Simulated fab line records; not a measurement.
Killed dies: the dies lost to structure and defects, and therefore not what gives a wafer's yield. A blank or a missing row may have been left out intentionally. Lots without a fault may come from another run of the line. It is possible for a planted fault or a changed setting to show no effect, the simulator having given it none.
Which tool is to blame? | flow nand harc | 14 lots, 42 wafers sampled, at 5 steps of a route of 1302

## WHAT EACH GAUGE READ, for each wafer
NHARC_A_BONDPAD_CD_MEAS_09 targets a cd of 500 nm. Usual: cd nm 499.8 nm, standard deviation 1.3.
lot  | measured     | on        | cd nm (nm)        | flag
L963 | day 24 01:11 | cd sem-02 | 499.8 499.5 497.7 |
L966 | day 24 06:20 | cd sem-01 | 500.3 499.8 499.8 |
L965 | day 24 08:19 | cd sem-01 | 501.0 500.8 502.4 |
L968 | day 25 08:11 | cd sem-02 | 500.2 501.4 501.3 |
L967 | day 25 09:20 | cd sem-03 | 499.5 503.2 500.6 |
L969 | day 26 03:16 | cd sem-03 | 501.4 501.4 499.7 |
L970 | day 26 04:32 | cd sem-03 | 499.2 499.7 499.3 |
L973 | day 27 19:13 | cd sem-03 | 501.7 503.0 502.2 |
L974 | day 28 03:10 | cd sem-02 | 502.3 499.2 500.8 |
L979 | day 30 00:44 | cd sem-03 | 501.6 499.4 500.2 |
L980 | day 30 01:34 | cd sem-01 | 500.4 498.1 501.2 |
L977 | day 30 02:32 | cd sem-03 | 498.9 501.4 498.4 |
L981 | day 31 10:34 | cd sem-01 | 502.0 500.7 500.0 |
L986 | day 32 22:01 | cd sem-03 | 499.4 500.6 498.4 |

NHARC_END_SORT_01. Usual: defect limited yield is 90.7 % with standard deviation 3, killed at array is 58 with standard deviation 20, killed at other is 0.9 with standard deviation 1.4, killed at periphery is 4 with standard deviation 3.1, killed dies is 63 with standard deviation 20, killed open is 3.3 with standard deviation 1.8, and killed short is 2.4 with standard deviation 1.5.
lot  | measured     | on        | defect limited yield (%) | killed at array | killed at other | killed at periphery | killed dies | killed open | killed short | flag
L973 | day 29 02:30 | prober-01 | 11.2 11.7 11.2           | 600 596 597     | 0 0 2           | 1 2 2               | 601 598 601 | 1 2 2       | 1 0 1        | OFF
L974 | day 29 16:34 | prober-01 | 14.3 14.9 11.7           | 579 574 591     | 0 0 1           | 1 2 6               | 580 576 598 | 4 0 0       | 1 1 2        | OFF

## WHAT TOOL EACH LOT RAN ON (gives the tool, then ch and the chambers of the sampled wafers, and finally the start)
lot  | NHARC_A_M1_ECD_22              | NHARC_HYBRID_BOND_ACTIVATE_00      | NHARC_THIN_TSV_ANNEAL_52
L963 | ecd cu-02 ch 0,1, day 23 22:04 | rie diel-09 ch 1,2,3, day 24 04:01 | rtp anneal-02 ch 0, day 25 06:20
L966 | ecd cu-02 ch 0,1, day 24 03:04 | rie diel-09 ch 0,3, day 24 09:14   | rtp anneal-02 ch 0, day 25 08:50
L965 | ecd cu-02 ch 0,1, day 24 05:04 | rie diel-01 ch 0,2,3, day 25 00:10 | rtp anneal-02 ch 0, day 25 16:31
L968 | ecd cu-02 ch 0,1, day 25 05:07 | rie diel-09 ch 0,1,3, day 25 11:03 | rtp anneal-02 ch 0, day 26 04:21
L967 | ecd cu-02 ch 0,1, day 25 06:12 | rie diel-09 ch 1,2,3, day 25 12:26 | rtp anneal-02 ch 0, day 26 03:05
L969 | ecd cu-01 ch 0,1, day 26 00:17 | rie diel-09 ch 0,2,3, day 26 06:11 | rtp anneal-01 ch 0, day 26 22:22
L970 | ecd cu-01 ch 0,1, day 26 01:35 | rie diel-09 ch 0,2, day 26 07:25   | rtp anneal-02 ch 0, day 26 23:34
L973 | ecd cu-01 ch 0,1, day 27 16:06 | rie diel-01 ch 0,2,3, day 27 22:04 | rtp anneal-02 ch 0, day 28 14:49
L974 | ecd cu-01 ch 0,1, day 28 00:05 | rie diel-06 ch 1,2,3, day 28 06:05 | rtp anneal-01 ch 0, day 29 04:02
L979 | ecd cu-02 ch 1, day 29 21:44   | rie diel-09 ch 1,2,3, day 30 03:34 | rtp anneal-02 ch 0, day 30 23:32
L980 | ecd cu-02 ch 0,1, day 29 22:12 | rie diel-09 ch 1,2,3, day 30 04:23 | rtp anneal-01 ch 0, day 30 20:02
L977 | ecd cu-02 ch 0,1, day 29 23:13 | rie diel-09 ch 2,3, day 30 05:27   | rtp anneal-02 ch 0, day 30 22:18
L981 | ecd cu-02 ch 0,1, day 31 07:42 | rie diel-09 ch 1,2,3, day 31 13:26 | rtp anneal-01 ch 0, day 32 07:10
L986 | ecd cu-02 ch 0,1, day 32 18:55 | rie diel-09 ch 2,3, day 33 00:55   | rtp anneal-01 ch 0, day 33 17:24
- NHARC_A_M1_ECD_22: material Cu, target thk 400 nm.
- NHARC_HYBRID_BOND_ACTIVATE_00: chemistry N2, time 60 s.
- NHARC_THIN_TSV_ANNEAL_52: time 90 s.

## AS READ BY THE TOOLS THEMSELVES (means over the sampled wafers that have a number; for cases with no such wafer, the mark the record gives instead)
NHARC_HYBRID_BOND_ACTIVATE_00. Usual: drypump motor current A 5.9 A, standard deviation 0.38; oes product au 1.002 a.u., standard deviation 0.0076; rf vpp V 64.0 V, standard deviation 0.86; showerhead plenum p Torr 1.74 Torr, standard deviation 0.08.
lot  | tool        | drypump motor current A (A) | oes product au (a.u.) | rf vpp V (V) | showerhead plenum p Torr (Torr) | flag
L963 | rie diel-09 | 6.0                         | 1.006                 | 63.8         | 1.71                            |
L966 | rie diel-09 | 5.5                         | 1.007                 | 64.5         | 1.74                            |
L965 | rie diel-01 | 5.9                         | 0.995                 | 63.6         | 1.81                            |
L968 | rie diel-09 | 5.8                         | 1.015                 | 64.0         | 1.75                            |
L967 | rie diel-09 | 6.1                         | 1.004                 | 64.0         | 1.71                            |
L969 | rie diel-09 | 5.8                         | 1.009                 | 64.6         | 1.70                            |
L970 | rie diel-09 | 5.8                         | 1.006                 | 64.5         | 1.73                            |
L973 | rie diel-01 | 5.9                         | 1.008                 | 63.8         | 1.80                            |
L974 | rie diel-06 | 5.5                         | 1.014                 | 63.6         | 1.75                            |
L979 | rie diel-09 | 6.1                         | 0.993                 | 63.0         | 1.71                            |
L980 | rie diel-09 | 6.1                         | 0.997                 | 63.8         | 1.71                            |
L977 | rie diel-09 | 6.1                         | 1.005                 | 64.2         | 1.66                            |
L981 | rie diel-09 | 6.1                         | 0.992                 | 64.6         | 1.71                            |
L986 | rie diel-09 | 5.9                         | 1.000                 | 63.1         | 1.66                            |

NHARC_THIN_TSV_ANNEAL_52. Usual: wafer_temp_C_max 225.8, standard deviation 0.32.
lot  | tool          | wafer_temp_C_max | flag
L963 | rtp anneal-02 | 225.6            |
L966 | rtp anneal-02 | 225.8            |
L965 | rtp anneal-02 | 225.5            |
L968 | rtp anneal-02 | 225.6            |
L967 | rtp anneal-02 | 225.5            |
L969 | rtp anneal-01 | 226.0            |
L970 | rtp anneal-02 | 225.8            |
L973 | rtp anneal-02 | 225.7            |
L974 | rtp anneal-01 | 226.0            |
L979 | rtp anneal-02 | 225.8            |
L980 | rtp anneal-01 | 225.9            |
L977 | rtp anneal-02 | 225.5            |
L981 | rtp anneal-01 | 226.1            |
L986 | rtp anneal-01 | 225.6            |

## THE ANSWER, worked out from the rows above alone
Rule: take the mean of a lot's wafers that have a number; if it is more than 3 standard deviations from the usual mean, the lot is off. A lot without any number at a reading at which 4 lots or more have one is off too. Where the step has rows for the other lots, those lots are counted as sound. After the gauges, taken in route order, come the tools' own readings; for these a lot's mean is taken, as printed above. The first step at which some lot is off is used, and at that step the reading that is off furthest; a lot without a number counts as furthest.
Off at NHARC_END_SORT_01 (killed at array): L973, L974. Neither off nor sound, because the step has no rows for them: L963, L966, L965, L968, L967, L969, L970, L979, L980, L977, L981, L986.
A tool fits if, at a process step before that reading, it ran every lot that is off, and no sound lot after the first of them. Those tools and the gauges at NHARC_END_SORT_01 are tried in the same way. This does not decide it: 2 tools fit, namely ecd cu-01 at NHARC_A_M1_ECD_22 and prober-01 at NHARC_END_SORT_01.

## WHAT THE SIMULATOR HAD INSERTED
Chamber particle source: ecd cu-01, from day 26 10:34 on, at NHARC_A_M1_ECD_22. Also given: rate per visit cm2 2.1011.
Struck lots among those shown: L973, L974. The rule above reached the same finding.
